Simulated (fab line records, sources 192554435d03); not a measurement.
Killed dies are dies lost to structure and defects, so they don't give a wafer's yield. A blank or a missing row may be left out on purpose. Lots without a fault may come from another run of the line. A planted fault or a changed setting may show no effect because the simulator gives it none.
fab line records | flow n5_finfet | part 2 of 2: steps 23 to 32 of 32
record lots=5 wafers=15 last_day=18
route steps=1938 shown WELL_APT@49 PMOS_HMC_CHANNEL_EPI@57
lots that met no fault: from a run of the same line without faults
start_h: hours from the record's first day to the start of the lot's first wafer shown | wait_h: hours since the lot's step before | " the same as in the row above | L1.1+2: a row that stands for several wafers | - no value, or no start given | * or withheld: withheld | < > ~ a bound
route shown NAME@n: a module of which the file shows steps, and the number in the route of the first | usual: mean/standard deviation of fault-free wafers | same: alike in all rows | chamber/n: place in a boat | sites: the reading at each site | _std_site: their standard deviation | _edge_site: outer sites' mean less inner sites' | radius_mm: how far each site lies from the wafer's centre | mask NAME#n: copy n | behind: the tool/chamber that last shaped the wafer | hold: why the lot was held/for how many hours/how that ended | device: the transistor (n, p or np) that didn't switch | end of line: the same wafers' tests at the end of the route | a step without rows: its recipe alone | killed: dies lost to structure and defects at the first sort, not the wafer's yield | map: a wafer's dies, x killed, . not, _ none there
set.NAME: the setting as run; set.NAME@STEP: as run at that earlier step | model.NAME: the simulator's own value behind a step, which no gauge read
lots at some steps of the route; a table a step, a row a wafer
services: from which hour (start_h, from the record's first day; less than 0 if before it) a tool's chamber was out of use, for how many hours, and why
## steps
# step N5_PMOS_HMC_CHANNEL_EPI_STRIP_33
# recipe chemistry=N2/H2 power_w=500 temp_c=40 pressure_mtorr=50 rf_frequency_hz=6e+07 overash_fraction=0.3 bias_power_w=8 h2_frac=0.5 n2_flow_sccm=300 h2_flow_sccm=300
# usual chamber_pressure_mTorr=50.01/0.084 drypump_motor_current_A=5.7/0.57 oes_product_au=0.77/0.073 power_w=499.9/1.6 rf_vpp_V=54.2/1.8 showerhead_plenum_p_Torr=3.38/0.099 throttle_valve_pct=18.93/0.25
# columns lot.wafer tool chamber start_h wait_h chamber_pressure_mTorr drypump_motor_current_A oes_product_au power_w rf_hours_counter_h rf_vpp_V showerhead_plenum_p_Torr throttle_valve_pct
L075.2 rie_diel-06 3 23.69 0.0 49.84 5.8 0.84 498.2 57 55.9 3.53 18.62
L075.4 " 2 " " 50.08 5.0 0.68 497.7 239 55.7 3.32 18.86
L075.6 " 3 " " 50.04 5.8 0.85 500.8 - 55.8 3.53 18.64
L084.1 rie_diel-01 0 77.05 0.0 50.08 5.2 0.78 500.5 123 56.1 3.37 19.06
L084.2 " 2 " " 50.05 6.0 0.83 501.7 58 55.3 3.39 19.01
L084.5 " 0 " " 49.99 5.3 0.80 501.5 - 54.2 3.37 19.06
L088.2 rie_diel-06 0 101.60 0.0 50.15 6.2 0.78 500.4 148 55.9 3.20 19.00
L088.5 " 0 " " 49.91 6.2 0.76 498.8 - 54.7 3.20 19.03
L088.6 " 1 " " 49.86 5.1 0.73 498.7 - 55.4 3.32 18.62
L092.4 rie_diel-01 0 134.22 0.0 50.02 5.2 0.77 499.3 138 55.7 3.36 19.06
L092.5 " 0 " " 49.90 5.2 0.78 500.4 - 56.5 3.36 19.11
L092.6 " 3 " " 50.11 5.9 0.76 499.3 - 53.7 3.24 19.13
L094.1 rie_diel-01 3 138.09 0.0 50.09 5.9 0.76 498.9 176 51.0 3.24 19.14
L094.2 " 1 " " 50.08 4.9 0.72 499.9 183 54.5 3.48 18.74
L094.4 " 2 " " 50.02 6.0 0.82 500.4 75 58.8 3.38 19.04
# step N5_PMOS_HMC_CHANNEL_EPI_STRIP_17
# recipe chemistry=SPM time_s=750 temp_c=130 h2so4_h2o2_vol_ratio=4 dry=ipa_marangoni
# same time_s=750
# columns lot.wafer tool chamber start_h wait_h
L075.2+4+6 wet_bench-02 2,1,3 23.75 -
L084.1+2+5 wet_bench-03 4,2,1 77.12 -
L088.2+5+6 wet_bench-06 3,2,7 101.67 -
L092.4+5+6 wet_bench-02 7,6,2 134.28 -
L094.1+2+4 wet_bench-06 5,7,1 138.16 -
# step N5_PMOS_HMC_CHANNEL_EPI_ETCH_38
# recipe chemistry=CF4 target=SiO2 target_depth_a=15 ion_energy_ev=350 pressure_mtorr=10 icp_w=800 bias_w=400 cf4_flow_sccm=80
# usual chamber_pressure_mTorr=10.000/0.0088 drypump_motor_current_A=5.5/0.58 oes_product_au=0.993/0.016 throttle_valve_pct=21.73/0.19
# columns lot.wafer tool chamber start_h wait_h chamber_pressure_mTorr drypump_motor_current_A oes_product_au rf_hours_counter_h throttle_valve_pct
L075.2 rie_si-03 3 23.99 0.0 9.994 6.5 0.994 94 21.60
L075.4 " 1 " " 9.991 5.8 0.965 85 21.85
L075.6 " 3 " " 9.979 6.5 1.005 - 21.59
L084.1 rie_si-05 0 77.35 0.0 9.990 5.0 0.980 0 21.43
L084.2 " 2 " " 9.994 5.1 0.987 65 21.85
L084.5 " 1 " " 9.991 5.8 0.976 - 21.71
L088.2 rie_si-03 3 101.91 0.0 10.008 6.6 0.997 96 21.60
L088.5 " 1 " " 10.005 5.8 0.956 - 21.88
L088.6 " 2 " " 9.990 6.2 1.021 - 21.92
L092.4 rie_si-05 3 134.52 0.0 10.012 4.8 0.991 146 21.80
L092.5 " 1 " " 9.996 5.8 0.992 - 21.71
L092.6 " 2 " " 10.002 5.1 1.000 - 21.82
L094.1 rie_si-05 3 138.40 0.0 10.012 4.8 0.979 146 21.78
L094.2 " 0 " " 10.014 5.0 0.990 1 21.45
L094.4 " 1 " " 10.015 5.8 0.978 58 21.72
# step N5_PMOS_HMC_CHANNEL_EPI_FIN_RECESS_16
# recipe chemistry=HBr/Cl2 target=Si mask_material=SiO2 target_depth_a=540 time_s=18 pressure_mtorr=10 icp_w=800 bias_w=75 HBr_flow_sccm=150 Cl2_flow_sccm=80
# usual chamber_pressure_mTorr=10.001/0.0092 drypump_motor_current_A=5.5/0.58 mfc_cl2_sccm=80.00/0.24 oes_product_au=0.992/0.014 throttle_valve_pct=35.37/0.24
# same time_s=18
# columns lot.wafer tool chamber start_h wait_h chamber_pressure_mTorr drypump_motor_current_A mfc_cl2_sccm oes_product_au rf_hours_counter_h throttle_valve_pct
L075.2 rie_si-03 3 24.01 0.0 9.980 6.6 80.06 1.012 94 35.22
L075.4 " 1 " " 9.990 5.8 79.96 0.964 85 35.70
L075.6 " 3 " " 9.997 6.5 79.87 1.003 - 35.21
L084.1 rie_si-05 0 77.37 0.0 10.006 4.9 79.84 0.998 0 35.09
L084.2 " 2 " " 10.006 5.1 79.97 1.004 65 35.52
L084.5 " 1 " " 10.014 5.8 80.13 0.992 - 35.15
L088.2 rie_si-03 3 101.93 0.0 10.000 6.6 80.16 0.980 96 35.24
L088.5 " 1 " " 9.996 5.8 80.06 0.964 - 35.72
L088.6 " 2 " " 9.992 6.2 80.42 0.999 - 35.65
L092.4 rie_si-05 3 134.54 0.0 10.002 4.8 79.94 0.981 146 35.65
L092.5 " 1 " " 9.990 5.8 79.66 0.988 - 35.16
L092.6 " 2 " " 9.996 5.1 79.82 0.987 - 35.52
L094.1 rie_si-05 3 138.42 0.0 9.995 4.8 79.72 0.988 146 35.61
L094.2 " 0 " " 10.000 5.0 79.71 0.999 1 35.12
L094.4 " 1 " " 10.004 5.8 80.44 0.995 58 35.15
# step N5_PMOS_HMC_CHANNEL_EPI_PRECLEAN_36
# recipe chemistry=O3/DIW time_s=45 temp_c=22 o3_ppm=10
# same time_s=45
# columns lot.wafer tool chamber start_h wait_h
L075.2+4+6 wet_bench-02 0,3,2 24.11 0.1
L084.1+2+5 wet_bench-02 1,2,6 77.47 0.1
L088.2+5+6 wet_bench-03 6,5,7 102.03 0.1
L092.4+5+6 wet_bench-03 5,7,4 134.64 0.1
L094.1+2+4 wet_bench-03 2,7,0 138.52 0.1
# step N5_PMOS_HMC_CHANNEL_EPI_PRECLEAN_18
# recipe chemistry=DHF time_s=30 temp_c=25 dilution=withheld
# same time_s=30
# columns lot.wafer tool chamber start_h wait_h
L075.2+4+6 wet_bench-02 0,3,2 24.13 0.0
L084.1+2+5 wet_bench-02 1,2,6 77.49 0.0
L088.2+5+6 wet_bench-03 6,5,7 102.05 0.0
L092.4+5+6 wet_bench-03 5,7,4 134.65 0.0
L094.1+2+4 wet_bench-03 2,7,0 138.53 0.0
# step N5_PMOS_HMC_CHANNEL_EPI_SRD_19
# recipe dry=ipa_marangoni do_ppb=5 time_s=30 temp_c=23 rinse_liquid=diw
# usual do_ppb=5.00/0.048
# same time_s=30
# columns lot.wafer tool chamber start_h wait_h do_ppb
L075.2 wet_bench-02 0 24.13 0.0 4.84
L075.4 " 3 " " 5.00
L075.6 " 2 " " 5.05
L084.1 wet_bench-02 1 77.49 0.0 5.02
L084.2 " 2 " " 5.05
L084.5 " 6 " " 4.95
L088.2 wet_bench-03 6 102.06 0.0 5.02
L088.5 " 5 " " 5.04
L088.6 " 7 " " 5.01
L092.4 wet_bench-03 5 134.66 0.0 4.92
L092.5 " 7 " " 5.12
L092.6 " 4 " " 5.03
L094.1 wet_bench-03 2 138.54 0.0 4.96
L094.2 " 7 " " 5.03
L094.4 " 0 " " 4.95
# step N5_PMOS_HMC_CHANNEL_EPI_EPI_20
# recipe material=SiGe30 mask_material=SiO2 pressure_torr=20 target_thk_a=590 temp_c=600
# usual lamp_inner_pct=12.5/0.97 susceptor_temp_C_max=601.8/0.43
# columns lot.wafer tool chamber start_h wait_h lamp_inner_pct susceptor_temp_C_max
L075.2 epi_rpcvd-03 0 24.38 0.2 13.7 602.1
L075.4 " 0 " " 13.6 602.4
L075.6 " 0 " " 13.9 601.7
L084.1 epi_rpcvd-03 0 77.54 0.0 13.5 601.9
L084.2 " 0 " " 13.7 601.4
L084.5 " 0 " " 13.7 601.3
L088.2 epi_rpcvd-02 0 102.31 0.2 11.5 600.7
L088.5 " 0 " " 11.3 601.8
L088.6 " 0 " " 11.5 601.4
L092.4 epi_rpcvd-03 0 135.51 0.8 13.6 602.3
L092.5 " 0 " " 13.8 601.1
L092.6 " 0 " " 13.7 601.8
L094.1 epi_rpcvd-03 0 138.59 0.0 13.6 601.8
L094.2 " 0 " " 13.7 601.5
L094.4 " 0 " " 13.7 601.5
# step N5_PMOS_HMC_CHANNEL_EPI_HM_STRIP_35
# recipe chemistry=dHF temp_c=25 material=SiO2 target=SiO2 target_depth_a=396 time_s=216
# same time_s=216
# columns lot.wafer tool chamber start_h wait_h
L075.2+4+6 wet_bench-06 5,4,7 25.42 0.8
L084.1+2+5 wet_bench-03 7,4,6 78.78 1.0
L088.2+5+6 wet_bench-03 1,7,3 103.34 0.8
L092.4+5+6 wet_bench-03 4,3,6 136.34 0.6
L094.1+2+4 wet_bench-03 5,4,1 139.82 1.0
# step N5_PMOS_HMC_CHANNEL_EPI_SRD_39
# recipe dry=ipa_marangoni time_s=30 temp_c=23 rinse_liquid=diw
# same time_s=30
# columns lot.wafer tool chamber start_h wait_h
L075.2+4+6 wet_bench-06 5,4,7 25.48 0.0
L084.1+2+5 wet_bench-03 7,4,6 78.84 0.0
L088.2+5+6 wet_bench-03 1,7,3 103.40 0.0
L092.4+5+6 wet_bench-03 4,3,6 136.41 0.0
L094.1+2+4 wet_bench-03 5,4,1 139.89 0.0
## services
# columns tool chamber start_h hours kind
arfi_scanner-02 - -1.77 1.0 pm
epi_rpcvd-03 - 2.14 2.8 pm
arfi_scanner-03 - 8.83 1.0 pm
arfi_scanner-03 - 9.83 1.3 pm
rie_diel-06 - 11.03 4.3 pm
arfi_scanner-01 - 12.47 1.0 repair
arfi_scanner-01 - 13.76 1.0 pm
epi_rpcvd-02 - 30.05 2.1 repair
pecvd-02 0 32.25 5.1 repair
pecvd-01 - 35.09 14.6 pm
arfi_scanner-03 - 38.45 1.0 pm
arfi_scanner-02 - 43.55 6.0 pm
arfi_scanner-03 - 45.49 0.8 pm
pecvd-04 0 52.63 6.8 repair
epi_rpcvd-03 - 55.04 8.1 pm
arfi_scanner-03 - 56.00 24.0 pm
arfi_scanner-01 - 60.92 1.3 pm
rie_diel-06 3 84.92 1.6 repair
rtp_anneal-02 - 100.84 8.3 pm
rtp_anneal-02 - 112.75 4.5 pm
arfi_scanner-01 - 114.65 6.0 pm
arfi_scanner-01 - 131.12 0.8 pm
pecvd-04 - 131.68 1.8 repair
arfi_scanner-03 - 134.96 1.3 pm
